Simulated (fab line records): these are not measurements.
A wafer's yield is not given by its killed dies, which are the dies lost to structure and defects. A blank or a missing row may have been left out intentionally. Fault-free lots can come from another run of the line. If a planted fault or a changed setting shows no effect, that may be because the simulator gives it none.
Comparing a struck lot with a sound one    flow n5Finfet    14 steps out of a route of 1938
Sound: these wafers, L838.4, L838.5, L838.6. Wafers struck: L835.1, L835.3, L835.4. The cause is named last.
At each step with rows: each side's tool, then ch and its chambers, then its first start. Under that, the readings that differ: sound wafers    struck wafers    difference of the means    sigmas: that difference in standard deviations of wafers without a fault.
alike: readings whose means differ by less than 2 such deviations, and words and numbers that are the same on both sides. not compared: withheld readings, readings that some wafer has no value for, bounds like >300 that may hide the same value, and numbers for which the record gives no deviation and whose values overlap.
Wherever a step has rows on one side only, a row that says differs or no value, or a row with sigmas, the two part there. Non-overlapping numbers with no deviation appear without sigmas and do not part them. A reading missing from all wafers of one side parts the sides only when that side holds two or more wafers.

N5_BEOL_M12_VIA_ETCH_16: etches SiOC in C4F8/O2/Ar, target depth 724.8 nm.
  sound on rieDiel-05 ch 0,1,3, day 15 18:23; struck on rieDiel-06 ch 0,1,3, day 15 18:53
  alike: drypumpMotorCurrentA, mfcArSccm, oesProductAu, rfFwdPowerW, rfVppV, showerheadPlenumPTorr, throttleValvePct
N5_BEOL_M12_STRIP_63: strips in N2/H2.
  sound on plasmaAsher-01 ch 0,1, day 15 18:31; struck on plasmaAsher-02 ch 0,1, day 15 19:05
reading           sound        struck       difference  sigmas
heaterPowerW (W)  332 329 340  253 285 251  -71         -2
  alike: drypumpMotorCurrentA, h2FlowSccm, n2FlowSccm, oesProductAu, stripTimeToEndpointS
  not compared: rfHoursCounterH
N5_BEOL_M12_STRIP_64: strips in N2/H2.
  sound on plasmaAsher-01 ch 0,1, day 15 18:34; struck on plasmaAsher-02 ch 0,1, day 15 19:09
reading           sound        struck       difference  sigmas
heaterPowerW (W)  327 329 346  255 281 255  -70         -2
  alike: drypumpMotorCurrentA, h2FlowSccm, n2FlowSccm, oesProductAu, stripTimeToEndpointS
  not compared: rfHoursCounterH
then, 2 steps without rows for these wafers: N5_BEOL_M12_STRIP_71 (strips in post etch residue remover, time 60 s); N5_BEOL_M12_SRD_72 (time 30 s, dry time 30 s).
N5_BEOL_M12_CD_MEAS_17: the cd target is 140 nm.
  sound on cdSem-02 at day 15 18:43; struck on cdSem-02 at day 15 19:18
  alike: cdNm
then, 6 steps without rows for these wafers: N5_BEOL_M12_COAT_65 (time 60 s, resist thk 300 nm); N5_BEOL_M12_COAT_66 (time 60 s, resist thk 110 nm); N5_BEOL_M12_COAT_22 (resist thk 300 nm); N5_BEOL_M12_EBR_24; N5_BEOL_M12_SOFTBAKE_23 (time 60 s); N5_BEOL_M12_EXPOSE_25 (exposes mask M12).
N5_BEOL_M12_PEB_26: peb time 90 s.
  struck on lithoTrack-05, day 15 19:38; sound on lithoTrack-01 ch 0, day 15 18:55
  no value came back on the struck wafers for chillPlateTempC (C), exhaustPa (Pa); on the sound wafers chillPlateTempC (C) reads 22.80 23.06 22.86
then, 1 step without rows for these wafers: N5_BEOL_M12_DEVELOP_27 (develop time 45 s).

WHERE THEY PART
Last at N5_BEOL_M12_PEB_26 as far as this record goes, first at N5_BEOL_M12_STRIP_63.

WHY: what had been put in by the simulator
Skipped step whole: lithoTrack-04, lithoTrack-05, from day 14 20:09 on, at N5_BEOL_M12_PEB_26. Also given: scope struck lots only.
